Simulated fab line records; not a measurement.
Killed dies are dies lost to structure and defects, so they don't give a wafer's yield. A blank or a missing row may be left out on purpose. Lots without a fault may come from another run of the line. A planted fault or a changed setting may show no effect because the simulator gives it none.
Matching of chambers -- flow n5Finfet -- N5_BEOL_M10_CURE_71 on uvCure-02: 3 sister chambers
The step cures SiCOH lowk, time 240 s. 20 wafers are shown with their chamber, then 10 later ones without.

WAFERS PAIRED WITH THEIR CHAMBERS
wafer,chamber,wafer_temp_C_max,lampPowerPct (%)
L075.1,2,387.0,52.35
L075.3,2,387.1,52.27
L075.5,2,387.2,52.23
L076.3,0,388.8,52.25
L076.5,0,387.2,52.30
L076.6,0,388.1,52.28
L078.1,0,388.0,52.30
L078.2,0,387.3,52.34
L078.4,0,387.8,52.33
L078.3,0,387.6,52.23
L078.5,0,387.5,52.39
L078.6,0,388.3,52.28
L081.1,2,386.4,52.32
L081.3,2,387.6,52.30
L081.6,2,387.5,52.21
L079.2,0,387.9,52.26
L079.3,0,387.5,52.33
L079.6,0,388.6,52.22
L085.2,1,385.3,52.30
L085.3,1,385.7,52.33

SIGNATURES (averages over the wafers above)
reading,chamber 0,chamber 1,chamber 2,scatter within a chamber
wafer_temp_C_max,387.883,385.500,387.133,0.471
lampPowerPct,52.2925,52.3150,52.2800,0.0496
Rule: a wafer's distance from a chamber is the root of the sum, over the readings, of the square of ((its reading less the chamber's mean) divided by the reading's scatter). The wafer belongs to the nearest chamber; if the next one is less than 2 further off, it can't be placed. The scatter is the square root of a quotient: the sum, over the shown wafers, of each reading's squared deviation from its chamber's mean, divided by wafers minus chambers.

WAFERS WITH NO CHAMBER GIVEN
wafer,wafer_temp_C_max,lampPowerPct (%)
L085.4,385.9,52.31
L096.1,387.2,52.42
L096.3,386.7,52.32
L096.5,386.5,52.40
L096.2,386.5,52.33
L096.4,386.2,52.26
L096.6,386.4,52.30
L097.2,386.2,52.29
L097.3,387.0,52.35
L097.5,386.2,52.35

EACH ONE'S CHAMBER
wafer,from the rows above,in truth
L085.4,can't be placed: 1 or 2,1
L096.1,can't be placed: 2 or 0 or 1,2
L096.3,can't be placed: 2 or 1 or 0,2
L096.5,can't be placed: 1 or 2 or 0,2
L096.2,can't be placed: 2 or 1 or 0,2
L096.4,can't be placed: 1 or 2 or 0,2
L096.6,can't be placed: 2 or 1 or 0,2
L097.2,can't be placed: 1 or 2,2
L097.3,can't be placed: 2 or 0 or 1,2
L097.5,can't be placed: 1 or 2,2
Correct placement for 0 of the 10. From these rows, 10 cannot be placed; in 10 the true chamber is one of the candidates. Number placed wrongly: 0.
